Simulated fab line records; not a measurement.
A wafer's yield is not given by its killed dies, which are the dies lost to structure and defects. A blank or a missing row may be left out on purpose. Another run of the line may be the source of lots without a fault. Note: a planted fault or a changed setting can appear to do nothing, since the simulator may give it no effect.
Comparing a struck lot with a sound one	flow n5 finfet	14 out of 1938 route steps
Sound: the wafers L610.1, L610.4, L610.6. Struck: wafers L614.5, L614.6 (left out: L614.1, a lot-mate that was not struck); the cause follows at the end.
Per side, at each step with rows, come the tool, then ch with its chambers, and then its first start. Under that, the readings that differ: sound wafers	struck wafers	difference of the means	sigmas: that difference in standard deviations of wafers without a fault.
alike: readings whose means differ by less than 2 such deviations, and words and numbers that are the same on both sides. not compared: withheld readings, readings that some wafer has no value for, bounds like >300 that may hide the same value, and numbers for which the record gives no deviation and whose values overlap.
Wherever a step has rows on one side only, a row that says differs or no value, or a row with sigmas, the two part there. Numbers that have no deviation but don't overlap get no sigmas and don't part them. A reading that every wafer of one side lacks parts them only if that side has two wafers or more.

first, 7 steps without rows for these wafers: N5_BEOL_M12_COAT_22 (resist thk 300 nm); N5_BEOL_M12_EBR_24; N5_BEOL_M12_SOFTBAKE_23 (time 60 s); N5_BEOL_M12_EXPOSE_25 (exposes mask M12); N5_BEOL_M12_PEB_26 (peb time 90 s); N5_BEOL_M12_DEVELOP_27 (develop time 45 s); N5_BEOL_M12_HARDBAKE_32 (time 120 s).
N5_BEOL_M12_CD_MEAS_28 targets a cd of 160.2 nm.
  sound on cd sem-03 ch 0, day 11 14:48; struck on cd sem-02 ch 0, day 13 08:33
  alike: cd nm
N5_BEOL_M12_OVL_MEAS_29:
  sound on overlay-01 ch 0, day 11 14:50; struck on overlay-02 ch 0, day 13 08:35
  alike: M12_OVL
N5_BEOL_M12_INSPECT_30: inspects for defects (macro).
  sound: defect inspect-01 at day 11 14:51; struck: defect inspect-02 at day 13 08:36
  alike: raw defect count
N5_BEOL_M12_DESCUM_33: chemistry O2, time 7.9 s.
  sound on rie diel-02 ch 0,2,3, day 11 14:53; struck on rie diel-01 ch 1,2, day 13 09:09
  alike: bias power w, drypump motor current A, oes product au, rf vpp V, showerhead plenum p Torr, throttle valve pct
  not compared: rf hours counter h
N5_BEOL_M12_ETCH_67: etches SiARC in CF4, target depth 143 nm, time 238.3 s.
  sound on rie diel-02 ch 0,2,3, day 11 14:55; struck on rie diel-01 ch 1,2, day 13 09:11
  alike: cf4 flow sccm, drypump motor current A, etch rf on time s, oes product au, rf vpp V, showerhead plenum p Torr, throttle valve pct
  not compared: rf hours counter h
N5_BEOL_M12_ETCH_68: etches SOC in N2/H2, time 285 s.
  sound on rie diel-02 ch 0,2,3, day 11 15:04; struck on rie diel-01 ch 1,2, day 13 09:20
reading	sound	struck	difference	sigmas
run length s (s)	308.4 308.5 308.4	417.5 418.3	+109.5	+99 or more
model.SiARC_of_BEOL_M12_COAT_66.thk nm (nm)	85.8 86.6 86.8	76 77.2	-10	
  alike: drypump motor current A, oes product au, rf vpp V, showerhead plenum p Torr, throttle valve pct
  not compared: rf hours counter h
then, 1 step without rows for these wafers: N5_BEOL_M12_STRIP_69 (strips in N2/H2).

WHERE THEY PART
Only at N5_BEOL_M12_ETCH_68, within this record.

WHY: whatever the simulator had introduced
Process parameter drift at N5_BEOL_M12_ETCH_68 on rie diel-01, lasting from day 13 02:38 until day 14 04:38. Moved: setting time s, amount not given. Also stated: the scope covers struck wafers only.
